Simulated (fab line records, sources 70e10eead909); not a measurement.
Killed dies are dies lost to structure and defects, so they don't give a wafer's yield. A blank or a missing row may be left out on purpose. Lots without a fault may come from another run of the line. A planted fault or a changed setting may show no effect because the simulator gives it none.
A struck lot beside a sound one | flow nand_harc | 18 steps out of a route of 1302
Sound: wafers L314.2, L314.4, L314.5. Struck: wafers L319.4, L319.5, L319.6. The cause comes at the end.
At each step with rows: each side's tool, then ch and its chambers, then its first start. Under that, the readings that differ: sound wafers | struck wafers | difference of the means | sigmas: that difference in standard deviations of wafers without a fault.
alike: readings whose means differ by less than 2 such deviations, and words and numbers that are the same on both sides. not compared: withheld readings, readings that some wafer has no value for, bounds like >300 that may hide the same value, and numbers for which the record gives no deviation and whose values overlap.
The two part at a step that has a row with sigmas, a row that says differs or no value, or rows on one side only. Numbers that don't overlap but have no deviation are shown without sigmas and don't part them. A reading that every wafer of one side lacks parts them only if that side has two wafers or more.

first, 1 step without rows for these wafers: NHARC_A_ONON_D1_DEP_12 (target thk 1000 nm).
NHARC_A_ONON_D1_THK_MEAS_14: measures by ellipsometry.
  sound on film_metro-02, day 11 09:05; struck on film_metro-01, day 13 20:41
  alike: thk_nm
then, 2 steps without rows for these wafers: NHARC_A_ONON_D1_ANNEAL_15 (time 3600 s); NHARC_A_ONON_D1_DEP_16 (target thk 1000 nm).
NHARC_A_ONON_D1_THK_MEAS_18: measures by ellipsometry.
  sound on film_metro-01, day 11 19:05; struck on film_metro-01, day 14 04:29
  alike: thk_nm
then, 1 step without rows for these wafers: NHARC_A_ONON_D1_DEP_19 (target thk 1000 nm).
NHARC_A_ONON_D1_THK_MEAS_21: measures by ellipsometry.
  sound on film_metro-02, day 11 19:39; struck on film_metro-02, day 14 05:10
  alike: thk_nm
then, 1 step without rows for these wafers: NHARC_A_ONON_D1_DEP_22 (target thk 1000 nm).
NHARC_A_ONON_D1_THK_MEAS_24: measures by ellipsometry.
  sound on film_metro-01, day 11 20:13; struck on film_metro-01, day 14 05:45
  alike: thk_nm
then, 1 step without rows for these wafers: NHARC_A_ONON_D1_DEP_25 (target thk 1000 nm).
NHARC_A_ONON_D1_THK_MEAS_27: measures by ellipsometry.
  sound on film_metro-01, day 11 20:47; struck on film_metro-01, day 14 06:31
  alike: thk_nm
NHARC_A_ONON_D1_DEP_28: target thk 1000 nm.
  sound on pecvd_onon-04 ch 0, day 11 20:53; struck on pecvd_onon-01 ch 0, day 14 06:53
NHARC_A_ONON_D1_THK_MEAS_30: measures by ellipsometry.
  sound on film_metro-02, day 11 21:21; struck on film_metro-01, day 14 07:13
  alike: thk_nm
NHARC_A_ONON_D1_DEP_33: deposits SiO2, target thk 200 nm.
  sound on pecvd-01 ch 1,2, day 11 21:30; struck on pecvd-03 ch 0,1,2, day 14 07:25
  alike: heater_power_outer_w, heater_power_w, throttle_valve_pct
NHARC_A_ONON_D1_THK_MEAS_34: measures by ellipsometry.
  sound on film_metro-01, day 11 21:49; struck on film_metro-02, day 14 07:41
  alike: thk_nm
NHARC_A_ONON_D1_INSPECT_32:
  sound on defect_inspect-02, day 11 21:55; struck on defect_inspect-01, day 14 07:47
  reading          | sound    | struck      | difference | sigmas
  raw_defect_count | 51 71 60 | 372 367 372 | +310       | +11
NHARC_A_CHANNEL_HOLE_D1_DEP_00: deposits aC, target thk 3100 nm.
  sound on acl_dep-02 ch 0, day 11 22:17; struck on acl_dep-01 ch 0, day 14 11:22
  alike: throttle_valve_pct
-- the record jumps here: 16 days lie between the struck wafers' starts before and after (it left off in module A_CHANNEL_HOLE_D1 and takes up again in module END, whose first step shown is number 1302 of the route) --
NHARC_END_SORT_01:
  the record has rows for the struck wafers here (prober-01 ch 0, day 30 06:38) and none for the sound ones

WHERE THEY PART
First at NHARC_A_ONON_D1_INSPECT_32; last, within this record, at NHARC_END_SORT_01.

WHY: what the simulator had put in
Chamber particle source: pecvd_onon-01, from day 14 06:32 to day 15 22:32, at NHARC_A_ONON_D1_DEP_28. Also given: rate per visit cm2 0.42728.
